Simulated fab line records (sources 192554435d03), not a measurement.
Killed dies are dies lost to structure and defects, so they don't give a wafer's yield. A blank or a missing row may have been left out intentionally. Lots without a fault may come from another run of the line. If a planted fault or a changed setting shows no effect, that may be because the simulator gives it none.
fab line records + flow n5_finfet
[record]
- lots = 7
- wafers = 18
- last_day = 18
route steps=1938 shown BEOL_M10@1501
lots that met no fault: from a run of the same line without faults
start_h: the number of hours between the record's first day and the start of the first shown wafer of the lot + wait_h: how many hours have passed since the lot's step before this one + " unchanged from the row above + L1.1+2: one row covering several wafers at once + - either no value or no given start + * or withheld: withheld + < > ~ a bound
route shown NAME@n: names a module that has steps shown in the file, with the first one's number in the route + usual: average and standard deviation across the fault-free wafers + same: alike in all rows + chamber/n: place in a boat + sites: per-site readings + _std_site: the standard deviation of these + _edge_site: the outer-site mean with the inner-site mean subtracted + radius_mm: how far each site lies from the wafer's centre + mask NAME#n: copy n + behind: the tool/chamber that last shaped the wafer + hold: cause of the lot's hold/its duration in hours/its outcome + device: whichever transistor did not switch (one of n, p or np) + end of line: the route-end tests of the same wafers + for a step that has no rows: nothing shown but its recipe + killed: at the first sort, the dies lost to defects and structure; wafer yield is something else + map: shows each die of a wafer: x if killed, . if not, _ if none is there
set.NAME: the setting the step ran with; set.NAME@STEP: the setting that earlier step ran with + model.NAME: the simulator's own value behind a step, which no gauge read
a table for each step, a row for each wafer; lots at some steps of the route
services: the hour from which a tool's chamber was out of use, counted from the record's first day as start_h (under 0 if before that day), plus the number of hours and why
[[steps]]
[step N5_BEOL_M10_DEVELOP_27]
[recipe]
- develop_time_s = 30
- developer = TMAH
- resist = CAR-ArF
- rinse_liquid = diw
- dry = air_spin
- dev_temp_c = 23
[step N5_BEOL_M10_CD_MEAS_28]
[recipe]
- target_cd_nm = 70
- landing_energy_ev = 500
- detector = se_inlens
- polarity = opening
[usual]
- cd_nm = 70.4/0.9
| lot.wafer | tool      | chamber | start_h | wait_h | cd_nm |
|-----------|-----------|---------|---------|--------|-------|
| L658.3    | cd_sem-01 | 0       | 254.91  | -      | 70.6  |
| L658.4    | "         | 0       | "       | "      | 70.1  |
| L658.5    | "         | 0       | "       | "      | 70.0  |
| L659.2    | cd_sem-03 | 0       | 255.45  | -      | 70.6  |
| L659.4    | "         | 0       | "       | "      | 71.2  |
| L659.6    | "         | 0       | "       | "      | 70.5  |
| L669.5    | cd_sem-03 | 0       | 303.53  | -      | 71.2  |
| L669.6    | "         | 0       | "       | "      | 71.7  |
| L671.2    | cd_sem-01 | 0       | 308.42  | -      | 70.4  |
| L671.4    | "         | 0       | "       | "      | 70.5  |
| L672.5    | cd_sem-03 | 0       | 327.31  | -      | 69.2  |
| L672.6    | "         | 0       | "       | "      | 70.3  |
| L676.2    | cd_sem-01 | 0       | 369.38  | -      | 70.5  |
| L676.3    | "         | 0       | "       | "      | 70.0  |
| L676.6    | "         | 0       | "       | "      | 70.7  |
| L677.2    | cd_sem-02 | 0       | 373.80  | -      | 71.5  |
| L677.3    | "         | 0       | "       | "      | 70.5  |
| L677.5    | "         | 0       | "       | "      | 71.5  |
[step N5_BEOL_M10_OVL_MEAS_29]
[recipe]
- points_per_wafer = 44
[usual]
- V9_OVL = 0.3/0.74
[same]
- points_per_wafer = 44
| lot.wafer | tool       | chamber | start_h | wait_h | V9_OVL[nm] |
|-----------|------------|---------|---------|--------|------------|
| L658.3    | overlay-02 | 0       | 254.94  | 0.0    | -0.7       |
| L658.4    | "          | 0       | "       | "      | -0.5       |
| L658.5    | "          | 0       | "       | "      | -1.5       |
| L659.2    | overlay-02 | 0       | 255.48  | 0.0    | 1.1        |
| L659.4    | "          | 0       | "       | "      | 0.2        |
| L659.6    | "          | 0       | "       | "      | 0.0        |
| L669.5    | overlay-01 | 0       | 303.56  | 0.0    | 0.8        |
| L669.6    | "          | 0       | "       | "      | 0.1        |
| L671.2    | overlay-01 | 0       | 308.45  | 0.0    | -0.4       |
| L671.4    | "          | 0       | "       | "      | 0.8        |
| L672.5    | overlay-02 | 0       | 327.33  | 0.0    | 1.0        |
| L672.6    | "          | 0       | "       | "      | 0.7        |
| L676.2    | overlay-02 | 0       | 369.41  | 0.0    | 0.3        |
| L676.3    | "          | 0       | "       | "      | -0.3       |
| L676.6    | "          | 0       | "       | "      | 0.7        |
| L677.2    | overlay-01 | 0       | 373.83  | 0.0    | -0.6       |
| L677.3    | "          | 0       | "       | "      | 1.1        |
| L677.5    | "          | 0       | "       | "      | 1.3        |
[step N5_BEOL_M10_INSPECT_30]
[recipe]
- mode = adi
- inspect_instrument = brightfield
[usual]
- raw_defect_count = 402/81
| lot.wafer | tool              | chamber | start_h | wait_h | raw_defect_count |
|-----------|-------------------|---------|---------|--------|------------------|
| L658.3    | defect_inspect-01 | -       | 254.96  | 0.0    | 305              |
| L658.4    | "                 | -       | "       | "      | 460              |
| L658.5    | "                 | -       | "       | "      | 494              |
| L659.2    | defect_inspect-01 | -       | 255.51  | 0.0    | 204              |
| L659.4    | "                 | -       | "       | "      | 365              |
| L659.6    | "                 | -       | "       | "      | 323              |
| L669.5    | defect_inspect-01 | -       | 303.58  | 0.0    | 286              |
| L669.6    | "                 | -       | "       | "      | 382              |
| L671.2    | defect_inspect-02 | -       | 308.47  | 0.0    | 523              |
| L671.4    | "                 | -       | "       | "      | 488              |
| L672.5    | defect_inspect-02 | -       | 327.36  | 0.0    | 481              |
| L672.6    | "                 | -       | "       | "      | 443              |
| L676.2    | defect_inspect-02 | -       | 369.43  | 0.0    | 502              |
| L676.3    | "                 | -       | "       | "      | 507              |
| L676.6    | "                 | -       | "       | "      | 393              |
| L677.2    | defect_inspect-01 | -       | 373.86  | 0.0    | 353              |
| L677.3    | "                 | -       | "       | "      | 312              |
| L677.5    | "                 | -       | "       | "      | 362              |
[step N5_BEOL_M10_DESCUM_33]
[recipe]
- chemistry = O2
- time_s = 7.9
- source_power_w = 50
- bias_power_w = 20
- pressure_mtorr = 20
- rf_frequency_hz = 2.712e+07
- temp_c = 40
- resist = CAR-ArF
- o2_flow_sccm = 225
[step N5_BEOL_M10_ETCH_65]
[recipe]
- chemistry = CF4
- target = SiARC
- target_depth_a = 390
- mask_material = CAR-ArF
- time_s = 65
- ion_energy_ev = 80
- pressure_mtorr = 40
- source_w = 545
- bias_w = 36
- Ar_flow_sccm = 100
- cf4_flow_sccm = 100
- ends = cleared
[usual]
- bias_w = 35.99/0.1
- drypump_motor_current_A = 5.7/0.44
- etch_rf_on_time_s = 65.2/1.6
- oes_product_au = 0.68/0.086
- rf_vpp_V = 184.2/1.3
- showerhead_plenum_p_Torr = 2.15/0.09
- throttle_valve_pct = 15.61/0.26
| lot.wafer | tool        | chamber | start_h | wait_h | bias_w | drypump_motor_current_A | etch_rf_on_time_s | oes_product_au | rf_hours_counter_h | rf_vpp_V | showerhead_plenum_p_Torr | throttle_valve_pct |
|-----------|-------------|---------|---------|--------|--------|-------------------------|-------------------|----------------|--------------------|----------|--------------------------|--------------------|
| L658.3    | rie_diel-01 | 0       | 255.03  | 0.0    | 36.05  | 5.4                     | 66.2              | 0.66           | 110                | 184.2    | 2.15                     | 15.41              |
| L658.4    | "           | 3       | "       | "      | 36.09  | 5.3                     | 65.5              | 0.60           | -                  | 183.5    | 2.11                     | 15.72              |
| L658.5    | "           | 0       | "       | "      | 36.00  | 5.5                     | 66.7              | 0.64           | -                  | 184.9    | 2.15                     | 15.42              |
| L659.2    | rie_diel-05 | 2       | 255.68  | 0.0    | 36.20  | 5.4                     | 64.6              | 0.80           | 11                 | 186.3    | 2.28                     | 15.24              |
| L659.4    | "           | 0       | "       | "      | 36.16  | 5.3                     | 65.4              | 0.62           | 186                | 182.5    | 1.96                     | 15.90              |
| L659.6    | "           | 2       | "       | "      | 36.01  | 5.4                     | 64.7              | 0.80           | -                  | 185.6    | 2.28                     | 15.24              |
| L669.5    | rie_diel-01 | 0       | 303.68  | 0.0    | 36.04  | 5.5                     | 66.4              | 0.64           | -                  | 185.0    | 2.14                     | 15.45              |
| L669.6    | "           | 1       | "       | "      | 36.11  | 6.1                     | 67.1              | 0.58           | -                  | 183.3    | 2.12                     | 16.03              |
| L671.2    | rie_diel-01 | 0       | 308.83  | 0.0    | 36.14  | 5.4                     | 66.2              | 0.64           | 132                | 184.4    | 2.14                     | 15.46              |
| L671.4    | "           | 3       | "       | "      | 36.17  | 5.3                     | 64.2              | 0.80           | 9                  | 182.8    | 2.11                     | 15.25              |
| L672.5    | rie_diel-01 | 2       | 327.45  | 0.0    | 35.98  | 6.3                     | 62.3              | 0.77           | -                  | 185.1    | 2.17                     | 15.23              |
| L672.6    | "           | 0       | "       | "      | 36.11  | 5.5                     | 66.3              | 0.63           | -                  | 182.1    | 2.14                     | 15.47              |
| L676.2    | rie_diel-05 | 1       | 369.50  | 0.0    | 35.86  | 6.6                     | 63.1              | 0.74           | 78                 | 183.8    | 2.27                     | 15.76              |
| L676.3    | "           | 2       | "       | "      | 35.96  | 5.4                     | 65.4              | 0.73           | 52                 | 183.7    | 2.26                     | 15.33              |
| L676.6    | "           | 2       | "       | "      | 35.92  | 5.4                     | 65.7              | 0.72           | -                  | 185.2    | 2.26                     | 15.30              |
| L677.2    | rie_diel-06 | 0       | 373.93  | 0.0    | 36.20  | 6.0                     | 67.3              | 0.60           | 215                | 186.0    | 2.20                     | 15.72              |
| L677.3    | "           | 3       | "       | "      | 36.06  | 5.7                     | 65.9              | 0.63           | 194                | 185.1    | 2.22                     | 15.83              |
| L677.5    | "           | 0       | "       | "      | 36.09  | 6.0                     | 67.4              | 0.60           | -                  | 185.4    | 2.20                     | 15.72              |
[step N5_BEOL_M10_ETCH_66]
[recipe]
- chemistry = N2/H2
- target = SOC
- target_depth_a = 1200
- overetch_a = 240
- mask_material = SiARC
- temp_c = 40
- time_s = 180
- ion_energy_ev = 200
- pressure_mtorr = 30
- source_w = 840
- bias_w = 150
- n2_flow_sccm = 200
- h2_flow_sccm = 200
[usual]
- bias_w = 150.0/0.46
- drypump_motor_current_A = 5.7/0.44
- oes_product_au = 0.64/0.075
- rf_vpp_V = 524/3.1
- showerhead_plenum_p_Torr = 2.55/0.11
- throttle_valve_pct = 17.81/0.29
[same]
- time_s = 180
| lot.wafer | tool        | chamber | start_h | wait_h | bias_w | drypump_motor_current_A | oes_product_au | rf_hours_counter_h | rf_vpp_V | showerhead_plenum_p_Torr | throttle_valve_pct |
|-----------|-------------|---------|---------|--------|--------|-------------------------|----------------|--------------------|----------|--------------------------|--------------------|
| L658.3    | rie_diel-01 | 0       | 255.08  | 0.0    | 149.6  | 5.5                     | 0.62           | 110                | 523      | 2.56                     | 17.64              |
| L658.4    | "           | 3       | "       | "      | 150.0  | 5.3                     | 0.56           | -                  | 523      | 2.52                     | 17.91              |
| L658.5    | "           | 0       | "       | "      | 150.2  | 5.5                     | 0.62           | -                  | 526      | 2.56                     | 17.64              |
| L659.2    | rie_diel-05 | 2       | 255.73  | 0.0    | 150.1  | 5.4                     | 0.75           | 11                 | 527      | 2.71                     | 17.44              |
| L659.4    | "           | 0       | "       | "      | 150.0  | 5.3                     | 0.59           | 186                | 517      | 2.34                     | 18.25              |
| L659.6    | "           | 2       | "       | "      | 149.9  | 5.5                     | 0.75           | -                  | 528      | 2.71                     | 17.41              |
| L669.5    | rie_diel-01 | 0       | 303.76  | 0.1    | 151.2  | 5.5                     | 0.61           | -                  | 523      | 2.55                     | 17.69              |
| L669.6    | "           | 1       | "       | "      | 150.4  | 6.1                     | 0.55           | -                  | 522      | 2.51                     | 18.23              |
| L671.2    | rie_diel-01 | 0       | 308.88  | 0.0    | 149.6  | 5.4                     | 0.61           | 132                | 525      | 2.55                     | 17.69              |
| L671.4    | "           | 3       | "       | "      | 150.3  | 5.3                     | 0.77           | 9                  | 524      | 2.51                     | 17.50              |
| L672.5    | rie_diel-01 | 2       | 327.53  | 0.1    | 149.9  | 6.3                     | 0.72           | -                  | 525      | 2.59                     | 17.34              |
| L672.6    | "           | 0       | "       | "      | 149.4  | 5.5                     | 0.60           | -                  | 524      | 2.55                     | 17.70              |
| L676.2    | rie_diel-05 | 1       | 369.55  | 0.0    | 150.4  | 6.6                     | 0.68           | 78                 | 528      | 2.71                     | 18.08              |
| L676.3    | "           | 2       | "       | "      | 149.4  | 5.5                     | 0.69           | 52                 | 530      | 2.69                     | 17.48              |
| L676.6    | "           | 2       | "       | "      | 149.7  | 5.5                     | 0.69           | -                  | 528      | 2.69                     | 17.48              |
| L677.2    | rie_diel-06 | 0       | 373.98  | 0.0    | 150.9  | 6.0                     | 0.58           | 215                | 526      | 2.62                     | 18.00              |
| L677.3    | "           | 3       | "       | "      | 150.2  | 5.7                     | 0.59           | 194                | 526      | 2.61                     | 17.78              |
| L677.5    | "           | 0       | "       | "      | 150.2  | 6.0                     | 0.58           | -                  | 526      | 2.62                     | 18.00              |
[step N5_BEOL_M10_STRIP_69]
[recipe]
- chemistry = N2/H2
- temp_c = 40
- n2_flow_sccm = 200
- h2_flow_sccm = 200
- rf_frequency_hz = 6e+07
[step N5_BEOL_M10_VIA_ETCH_34]
[recipe]
- chemistry = C4F6/O2
- target = SiCOH_lowk
- target_depth_a = 1845
- mask_material = SOC
- taper_deg = 4
- time_s = 69.2
- ion_energy_ev = 250
- pressure_mtorr = 30
- source_w = 345
- bias_w = 185
- Ar_flow_sccm = 300
- C4F6_flow_sccm = 10
- O2_flow_sccm = 10
[usual]
- bias_w = 185.0/0.62
- drypump_motor_current_A = 5.7/0.44
- oes_product_au = 0.79/0.1
- rf_vpp_V = 664/12
- showerhead_plenum_p_Torr = 2.86/0.12
- throttle_valve_pct = 20.90/0.22
[same]
- time_s = 69.2
| lot.wafer | tool        | chamber | start_h | wait_h | bias_w | drypump_motor_current_A | oes_product_au | rf_hours_counter_h | rf_vpp_V | showerhead_plenum_p_Torr | throttle_valve_pct |
|-----------|-------------|---------|---------|--------|--------|-------------------------|----------------|--------------------|----------|--------------------------|--------------------|
| L658.3    | rie_diel-01 | 0       | 255.20  | 0.0    | 185.1  | 5.5                     | 0.75           | 110                | 660      | 2.86                     | 20.73              |
| L658.4    | "           | 3       | "       | "      | 185.7  | 5.3                     | 0.69           | -                  | 671      | 2.81                     | 20.96              |
| L658.5    | "           | 0       | "       | "      | 184.4  | 5.5                     | 0.76           | -                  | 661      | 2.86                     | 20.72              |
| L659.2    | rie_diel-05 | 2       | 255.85  | 0.0    | 184.3  | 5.5                     | 0.94           | 11                 | 687      | 3.04                     | 20.62              |
| L659.4    | "           | 0       | "       | "      | 185.5  | 5.3                     | 0.72           | 186                | 656      | 2.61                     | 21.22              |
| L659.6    | "           | 2       | "       | "      | 184.7  | 5.4                     | 0.94           | -                  | 687      | 3.04                     | 20.64              |
| L669.5    | rie_diel-01 | 0       | 303.85  | 0.0    | 184.5  | 5.5                     | 0.75           | -                  | 661      | 2.85                     | 20.77              |
| L669.6    | "           | 1       | "       | "      | 185.3  | 6.1                     | 0.67           | -                  | 646      | 2.80                     | 21.14              |
| L671.2    | rie_diel-01 | 0       | 309.01  | 0.0    | 185.5  | 5.5                     | 0.75           | 132                | 660      | 2.85                     | 20.76              |
| L671.4    | "           | 3       | "       | "      | 185.6  | 5.3                     | 0.96           | 9                  | 670      | 2.81                     | 20.61              |
| L672.5    | rie_diel-01 | 2       | 327.63  | 0.0    | 185.0  | 6.4                     | 0.89           | -                  | 665      | 2.89                     | 20.53              |
| L672.6    | "           | 0       | "       | "      | 184.4  | 5.5                     | 0.74           | -                  | 658      | 2.85                     | 20.76              |
| L676.2    | rie_diel-05 | 1       | 369.68  | 0.0    | 185.2  | 6.6                     | 0.86           | 78                 | 660      | 3.02                     | 21.13              |
| L676.3    | "           | 2       | "       | "      | 184.9  | 5.5                     | 0.85           | 52                 | 687      | 3.02                     | 20.69              |
| L676.6    | "           | 2       | "       | "      | 185.3  | 5.5                     | 0.85           | -                  | 686      | 3.02                     | 20.68              |
| L677.2    | rie_diel-06 | 0       | 374.10  | 0.0    | 184.3  | 6.1                     | 0.70           | 215                | 658      | 2.92                     | 20.99              |
| L677.3    | "           | 3       | "       | "      | 185.0  | 5.8                     | 0.73           | 194                | 677      | 2.94                     | 21.07              |
| L677.5    | "           | 0       | "       | "      | 184.4  | 6.0                     | 0.70           | -                  | 659      | 2.92                     | 20.99              |
[step N5_BEOL_M10_STRIP_73]
[recipe]
- chemistry = C4F6/O2
- resist = SiARC
- rf_frequency_hz = 6e+07
[step N5_BEOL_M10_STRIP_36]
[recipe]
- chemistry = N2/H2
- power_w = 450
- temp_c = 40
- pressure_mtorr = 20
- rf_frequency_hz = 6e+07
- overash_fraction = 0.3
- bias_power_w = 7
- h2_frac = 0.5
- n2_flow_sccm = 200
- h2_flow_sccm = 200
[usual]
- drypump_motor_current_A = 5.7/0.44
- oes_product_au = 0.80/0.1
- rf_vpp_V = 59.3/1.6
- showerhead_plenum_p_Torr = 2.55/0.11
- throttle_valve_pct = 23.6/0.35
| lot.wafer | tool        | chamber | start_h | wait_h | drypump_motor_current_A | oes_product_au | rf_hours_counter_h | rf_vpp_V | showerhead_plenum_p_Torr | throttle_valve_pct |
|-----------|-------------|---------|---------|--------|-------------------------|----------------|--------------------|----------|--------------------------|--------------------|
| L658.3    | rie_diel-01 | 0       | 255.27  | 0.0    | 5.5                     | 0.79           | 110                | 59.1     | 2.55                     | 23.4               |
| L658.4    | "           | 3       | "       | "      | 5.3                     | 0.70           | -                  | 58.9     | 2.51                     | 23.6               |
| L658.5    | "           | 0       | "       | "      | 5.5                     | 0.79           | -                  | 59.8     | 2.55                     | 23.5               |
| L659.2    | rie_diel-05 | 2       | 255.92  | 0.0    | 5.5                     | 0.92           | 11                 | 59.4     | 2.71                     | 23.2               |
| L659.4    | "           | 0       | "       | "      | 5.3                     | 0.73           | 186                | 60.7     | 2.33                     | 24.2               |
| L659.6    | "           | 2       | "       | "      | 5.5                     | 0.94           | -                  | 58.9     | 2.71                     | 23.2               |
| L669.5    | rie_diel-01 | 0       | 303.91  | 0.0    | 5.4                     | 0.74           | -                  | 57.8     | 2.55                     | 23.5               |
| L669.6    | "           | 1       | "       | "      | 6.1                     | 0.66           | -                  | 59.8     | 2.51                     | 24.0               |
| L671.2    | rie_diel-01 | 0       | 309.07  | 0.0    | 5.5                     | 0.76           | 132                | 59.8     | 2.54                     | 23.5               |
| L671.4    | "           | 3       | "       | "      | 5.3                     | 0.95           | 9                  | 58.5     | 2.51                     | 23.3               |
| L672.5    | rie_diel-01 | 2       | 327.68  | 0.0    | 6.4                     | 0.89           | -                  | 60.7     | 2.59                     | 23.0               |
| L672.6    | "           | 0       | "       | "      | 5.5                     | 0.75           | -                  | 59.8     | 2.54                     | 23.5               |
| L676.2    | rie_diel-05 | 1       | 369.74  | 0.0    | 6.6                     | 0.87           | 78                 | 59.5     | 2.70                     | 24.0               |
| L676.3    | "           | 2       | "       | "      | 5.5                     | 0.85           | 52                 | 63.2     | 2.69                     | 23.2               |
| L676.6    | "           | 2       | "       | "      | 5.5                     | 0.86           | -                  | 61.0     | 2.69                     | 23.2               |
| L677.2    | rie_diel-06 | 0       | 374.16  | 0.0    | 6.0                     | 0.71           | 215                | 59.6     | 2.61                     | 23.9               |
| L677.3    | "           | 3       | "       | "      | 5.8                     | 0.73           | 194                | 61.8     | 2.61                     | 23.4               |
| L677.5    | "           | 0       | "       | "      | 6.0                     | 0.70           | -                  | 58.4     | 2.61                     | 23.9               |
[step N5_BEOL_M10_TRENCH_ETCH_37]
[recipe]
- chemistry = C4F6/O2
- target_depth_a = 1488.3
- target = SiCOH_lowk
- time_s = 48
- ion_energy_ev = 250
- pressure_mtorr = 30
- source_w = 345
- bias_w = 185
- Ar_flow_sccm = 300
- C4F6_flow_sccm = 10
- O2_flow_sccm = 10
[step N5_BEOL_M10_ETCH_41]
[recipe]
- chemistry = CH3F/O2
- target = SiCN
- target_depth_a = 426
- taper_deg = 2
- time_s = 86
- ion_energy_ev = 120
- mask_material = TiN
- pressure_mtorr = 30
- source_w = 395
- bias_w = 75
- Ar_flow_sccm = 150
- CH3F_flow_sccm = 30
- O2_flow_sccm = 20
[usual]
- bias_w = 74.98/0.23
- drypump_motor_current_A = 5.7/0.44
- oes_product_au = 0.79/0.1
- rf_vpp_V = 297.5/2
- showerhead_plenum_p_Torr = 2.01/0.09
- throttle_valve_pct = 16.31/0.23
[same]
- time_s = 86
| lot.wafer | tool        | chamber | start_h | wait_h | bias_w | drypump_motor_current_A | oes_product_au | rf_hours_counter_h | rf_vpp_V | showerhead_plenum_p_Torr | throttle_valve_pct | model.etch.depth_nm |
|-----------|-------------|---------|---------|--------|--------|-------------------------|----------------|--------------------|----------|--------------------------|--------------------|---------------------|
| L658.3    | rie_diel-01 | 0       | 255.35  | -      | 74.84  | 5.5                     | 0.76           | 111                | 297.9    | 2.01                     | 16.14              | 31.98               |
| L658.4    | "           | 3       | "       | "      | 74.80  | 5.3                     | 0.70           | -                  | 296.5    | 1.97                     | 16.45              | 32.22               |
| L658.5    | "           | 0       | "       | "      | 74.96  | 5.5                     | 0.76           | -                  | 299.4    | 2.01                     | 16.14              | 32                  |
| L659.2    | rie_diel-05 | 2       | 256.00  | -      | 75.38  | 5.4                     | 0.94           | 11                 | 300.8    | 2.14                     | 15.99              | 32.86               |
| L659.4    | "           | 0       | "       | "      | 75.28  | 5.3                     | 0.74           | 186                | 295.3    | 1.83                     | 16.64              | 32.5                |
| L659.6    | "           | 2       | "       | "      | 75.31  | 5.4                     | 0.95           | -                  | 301.9    | 2.14                     | 16.00              | 33.1                |
| L669.5    | rie_diel-01 | 0       | 304.00  | -      | 75.01  | 5.4                     | 1.06           | -                  | 297.7    | 2.00                     | 16.18              | 54.17               |
| L669.6    | "           | 1       | "       | "      | 74.91  | 6.1                     | 0.67           | -                  | 295.7    | 1.96                     | 16.63              | 31.09               |
| L671.2    | rie_diel-01 | 0       | 309.15  | -      | 75.36  | 5.4                     | 1.07           | 132                | 297.2    | 2.00                     | 16.21              | 54.7                |
| L671.4    | "           | 3       | "       | "      | 74.76  | 5.3                     | 0.95           | 9                  | 295.7    | 1.97                     | 15.98              | 33.19               |
| L672.5    | rie_diel-01 | 2       | 327.77  | -      | 75.12  | 6.4                     | 1.30           | -                  | 298.3    | 2.04                     | 15.94              | 56.35               |
| L672.6    | "           | 0       | "       | "      | 75.33  | 5.5                     | 0.74           | -                  | 298.5    | 2.00                     | 16.20              | 31.85               |
| L676.2    | rie_diel-05 | 1       | 369.82  | -      | 75.29  | 6.6                     | 0.86           | 78                 | 300.0    | 2.12                     | 16.46              | 33.37               |
| L676.3    | "           | 2       | "       | "      | 74.98  | 5.5                     | 0.85           | 52                 | 299.1    | 2.13                     | 16.06              | 32.59               |
| L676.6    | "           | 2       | "       | "      | 75.06  | 5.5                     | 0.85           | -                  | 299.7    | 2.13                     | 16.08              | 32.56               |
| L677.2    | rie_diel-06 | 0       | 374.24  | -      | 74.81  | 6.0                     | 0.70           | 215                | 298.2    | 2.06                     | 16.47              | 31.58               |
| L677.3    | "           | 3       | "       | "      | 75.01  | 5.7                     | 0.74           | 194                | 298.1    | 2.07                     | 16.51              | 32.63               |
| L677.5    | "           | 0       | "       | "      | 74.91  | 6.1                     | 0.71           | -                  | 297.9    | 2.06                     | 16.47              | 31.63               |
[step N5_BEOL_M10_STRIP_77]
[recipe]
- chemistry = N2/H2
- time_s = 10
- power_w = 450
- temp_c = 40
- pressure_mtorr = 20
- rf_frequency_hz = 6e+07
- bias_power_w = 7
- n2_flow_sccm = 200
- h2_flow_sccm = 200
[usual]
- drypump_motor_current_A = 5.7/0.44
- oes_product_au = 0.80/0.1
- rf_vpp_V = 59.0/1
- showerhead_plenum_p_Torr = 2.55/0.11
- throttle_valve_pct = 23.6/0.35
[same]
- time_s = 10
| lot.wafer | tool        | chamber | start_h | wait_h | drypump_motor_current_A | oes_product_au | rf_hours_counter_h | rf_vpp_V | showerhead_plenum_p_Torr | throttle_valve_pct |
|-----------|-------------|---------|---------|--------|-------------------------|----------------|--------------------|----------|--------------------------|--------------------|
| L658.3    | rie_diel-01 | 0       | -       | -      | 5.5                     | 0.77           | 111                | 60.3     | 2.55                     | 23.5               |
| L658.4    | "           | 3       | "       | "      | 5.3                     | 0.70           | -                  | 57.7     | 2.51                     | 23.6               |
| L658.5    | "           | 0       | "       | "      | 5.5                     | 0.77           | -                  | 60.1     | 2.55                     | 23.5               |
| L659.2    | rie_diel-05 | 2       | -       | -      | 5.5                     | 0.94           | 11                 | 58.8     | 2.71                     | 23.2               |
| L659.4    | "           | 0       | "       | "      | 5.3                     | 0.71           | 186                | 58.6     | 2.34                     | 24.2               |
| L659.6    | "           | 2       | "       | "      | 5.5                     | 0.93           | -                  | 58.8     | 2.71                     | 23.2               |
| L669.5    | rie_diel-01 | 0       | -       | -      | 5.5                     | 0.75           | -                  | 59.7     | 2.54                     | 23.5               |
| L669.6    | "           | 1       | "       | "      | 6.1                     | 0.68           | -                  | 59.8     | 2.51                     | 24.0               |
| L671.2    | rie_diel-01 | 0       | -       | -      | 5.5                     | 0.74           | 132                | 59.0     | 2.54                     | 23.5               |
| L671.4    | "           | 3       | "       | "      | 5.3                     | 0.95           | 9                  | 58.3     | 2.51                     | 23.3               |
| L672.5    | rie_diel-01 | 2       | -       | -      | 6.3                     | 0.89           | -                  | 60.5     | 2.58                     | 23.0               |
| L672.6    | "           | 0       | "       | "      | 5.5                     | 0.74           | -                  | 59.1     | 2.54                     | 23.5               |
| L676.2    | rie_diel-05 | 1       | -       | -      | 6.6                     | 0.88           | 78                 | 59.4     | 2.70                     | 24.0               |
| L676.3    | "           | 2       | "       | "      | 5.4                     | 0.86           | 52                 | 60.5     | 2.69                     | 23.2               |
| L676.6    | "           | 2       | "       | "      | 5.4                     | 0.86           | -                  | 59.4     | 2.69                     | 23.2               |
| L677.2    | rie_diel-06 | 0       | -       | -      | 6.1                     | 0.71           | 215                | 60.1     | 2.61                     | 23.9               |
| L677.3    | "           | 3       | "       | "      | 5.7                     | 0.74           | 194                | 59.9     | 2.61                     | 23.4               |
| L677.5    | "           | 0       | "       | "      | 6.0                     | 0.71           | -                  | 59.9     | 2.61                     | 23.9               |
[[services]]
| tool        | chamber | start_h | hours | kind                          |
|-------------|---------|---------|-------|-------------------------------|
| rie_diel-01 | 2       | 235.67  | -     | clean                         |
| rie_diel-01 | 2       | 235.67  | -     | consumable_replace:focus_ring |
| rie_diel-01 | 2       | 235.67  | 13.8  | scheduled_down                |
| rie_diel-01 | 2       | 235.67  | 13.8  | vent_cycle                    |
| rie_diel-01 | 2       | 252.91  | 7.8   | repair                        |
| rie_diel-01 | 3       | 260.69  | -     | clean                         |
| rie_diel-01 | 3       | 260.69  | -     | consumable_replace:focus_ring |
| rie_diel-01 | 3       | 260.69  | 22.1  | scheduled_down                |
| rie_diel-01 | 3       | 260.69  | 22.1  | vent_cycle                    |
| rie_diel-06 | 2       | 288.52  | -     | clean                         |
| rie_diel-06 | 2       | 288.52  | -     | consumable_replace:focus_ring |
| rie_diel-06 | 2       | 288.52  | -     | consumable_replace:showerhead |
| rie_diel-05 | 3       | 297.49  | -     | clean                         |
| rie_diel-05 | 3       | 297.49  | -     | consumable_replace:focus_ring |
| rie_diel-05 | 3       | 297.49  | 20.9  | scheduled_down                |
| rie_diel-05 | 3       | 297.49  | 20.9  | vent_cycle                    |
| rie_diel-06 | 3       | 309.61  | 11.3  | repair                        |
| rie_diel-01 | 1       | 318.59  | -     | clean                         |
| rie_diel-01 | 1       | 318.59  | -     | consumable_replace:focus_ring |
| rie_diel-01 | 1       | 318.59  | 20.4  | scheduled_down                |
| rie_diel-01 | 1       | 318.59  | 20.4  | vent_cycle                    |
| rie_diel-01 | 3       | 331.39  | 3.3   | repair                        |
| rie_diel-06 | 2       | 357.44  | 6.5   | repair                        |
| rie_diel-05 | 3       | 367.90  | 10.7  | repair                        |
[[key]]
[first_sign]
- step = N5_BEOL_M10_ETCH_41
- reading = oes_product_au
- direction = up
- sigmas = 3.4
- usual = 0.79
- struck = 1.14
effect none on later readings
[model_effect]
- step = N5_BEOL_M10_ETCH_41
- value = etch.depth_nm
- without = 32.49
- struck = 55.07
met_at N5_BEOL_M10_ETCH_41
struck_wafers L669.5,L671.2,L672.5
onset_between 255.35 304.00
[fault]
- kind = process_parameter_drift
- tool = rie_diel-01
- chamber = -
- onset_h = 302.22
- steps = N5_BEOL_M10_ETCH_41
- channel = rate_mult
- offset = 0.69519
- shape = step
- end_h = 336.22
- scope = struck_wafers_only
